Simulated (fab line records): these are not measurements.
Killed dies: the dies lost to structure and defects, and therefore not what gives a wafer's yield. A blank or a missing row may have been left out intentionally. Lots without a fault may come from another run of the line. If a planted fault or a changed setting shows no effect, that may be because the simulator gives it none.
Chamber matching	flow n5 finfet	rie diel-06 running N5_BEOL_M4_VIA_ETCH_34: 4 sister chambers
The step etches the open film in C4F6/O2, target depth 69.4 nm, time 65.9 s. 18 wafers are shown with their chamber, then 9 later ones without.

== WAFERS, EACH WITH ITS CHAMBER ==
wafer	chamber	drypump motor current A (A)	showerhead plenum p Torr (Torr)	rf vpp V (V)
L075.2	0	5.58	3.00	663
L075.3	1	5.60	2.78	679
L075.5	0	5.57	3.00	663
L074.2	1	5.61	2.78	678
L074.3	2	5.74	3.03	690
L074.6	0	5.60	3.00	665
L077.3	0	5.58	2.99	663
L077.5	0	5.58	2.99	664
L077.6	2	5.76	3.03	688
L080.1	3	5.27	2.92	654
L080.2	1	5.61	2.77	676
L080.6	3	5.28	2.92	653
L085.2	0	5.60	2.99	663
L085.3	2	5.74	3.02	690
L085.6	2	5.75	3.02	690
L087.1	0	5.58	2.98	666
L087.2	3	5.29	2.91	654
L087.6	0	5.58	2.98	664

SIGNATURES (averages over the wafers above)
reading	chamber 0	chamber 1	chamber 2	chamber 3	scatter within a chamber
drypump motor current A	5.5838	5.6067	5.7475	5.2800	0.00974
showerhead plenum p Torr	2.9912	2.7767	3.0250	2.9167	0.00718
rf vpp V	663.88	677.67	689.50	653.67	1.11
Rule: a wafer lies at a distance from a chamber equal to the root of the sum of squares, over the readings, of (its reading less the chamber's mean, divided by the reading's scatter). If the next closest chamber is less than 2 further off than the closest, the wafer can't be placed; otherwise it belongs to the closest. How the scatter is found: for the shown wafers, subtract from each reading the mean of its chamber, square and add these, divide the total by (wafers less chambers), then take the root.

== WAFERS MISSING THEIR CHAMBER ==
wafer	drypump motor current A (A)	showerhead plenum p Torr (Torr)	rf vpp V (V)
L091.3	5.28	2.91	655
L091.4	5.59	2.98	664
L091.6	5.74	3.02	690
L092.4	5.76	3.01	689
L092.5	5.63	2.76	676
L092.6	5.76	3.01	688
L095.1	5.28	2.91	654
L095.4	5.60	2.76	676
L095.5	5.61	2.76	677

== CHAMBER TAKEN BY EACH ==
wafer	from the rows above	in truth
L091.3	3	3
L091.4	0	0
L091.6	2	2
L092.4	2	2
L092.5	1	1
L092.6	2	2
L095.1	3	3
L095.4	1	1
L095.5	1	1
Correctly placed: 9 of 9. Number that these rows cannot place: 0. Wrongly placed: 0.
